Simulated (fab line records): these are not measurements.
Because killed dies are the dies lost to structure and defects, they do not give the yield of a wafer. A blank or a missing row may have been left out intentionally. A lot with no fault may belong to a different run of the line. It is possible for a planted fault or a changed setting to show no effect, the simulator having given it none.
Matching of chambers	flow n5Finfet	N5_BEOL_M6_DESCUM_16 on rieDiel-01: 4 sister chambers
The step chemistry O2, time 7.9 s. 16 wafers are shown with their chamber, then 8 later ones without.

WAFERS WITH THEIR CHAMBER
wafer	chamber	drypumpMotorCurrentA (A)	showerheadPlenumPTorr (Torr)	rfVppV (V)
L074.1	0	5.1	2.21	245.7
L074.3	2	5.6	2.05	242.4
L074.4	3	6.1	2.04	243.0
L077.3	2	5.6	2.05	242.7
L077.5	2	5.6	2.05	244.4
L077.6	3	6.1	2.03	242.5
L081.1	0	5.2	2.20	244.7
L081.2	3	6.1	2.03	242.2
L081.6	2	5.6	2.04	243.0
L083.3	1	5.3	2.03	242.8
L083.5	1	5.3	2.03	243.4
L083.6	0	5.2	2.20	245.4
L086.3	2	5.6	2.04	242.5
L086.4	0	5.2	2.20	244.2
L086.6	1	5.3	2.03	242.7
L089.1	3	6.1	2.02	241.3

SIGNATURES (averages over the wafers above)
reading	chamber 0	chamber 1	chamber 2	chamber 3	scatter within a chamber
drypumpMotorCurrentA	5.175	5.300	5.600	6.100	0.025
showerheadPlenumPTorr	2.2025	2.0300	2.0460	2.0300	0.00574
rfVppV	245.000	242.967	243.000	242.250	0.699
Rule: distance of a wafer from a chamber = root of the sum over the readings of ((wafer's reading minus chamber's mean) / reading's scatter) squared. If the next closest chamber is less than 2 further off than the closest, the wafer can't be placed; otherwise it belongs to the closest. The scatter: take each reading less its chamber's mean, square it, sum over the shown wafers, divide by the number of wafers less the number of chambers, and take the root.

WAFERS WITHOUT THEIR CHAMBER
wafer	drypumpMotorCurrentA (A)	showerheadPlenumPTorr (Torr)	rfVppV (V)
L089.3	5.6	2.04	242.4
L089.6	5.2	2.20	244.6
L093.2	6.1	2.02	242.0
L093.5	6.2	2.02	241.5
L093.6	5.2	2.19	245.3
L095.1	5.2	2.19	244.4
L095.2	5.6	2.03	243.2
L095.3	6.1	2.02	242.7

WHICH CHAMBER EACH WENT THROUGH
wafer	from the rows above	in truth
L089.3	2	2
L089.6	0	0
L093.2	3	3
L093.5	3	3
L093.6	0	0
L095.1	0	0
L095.2	2	2
L095.3	3	3
Placed correctly: 8 of 8. Left unplaced by these rows: 0. Wrongly placed: 0.
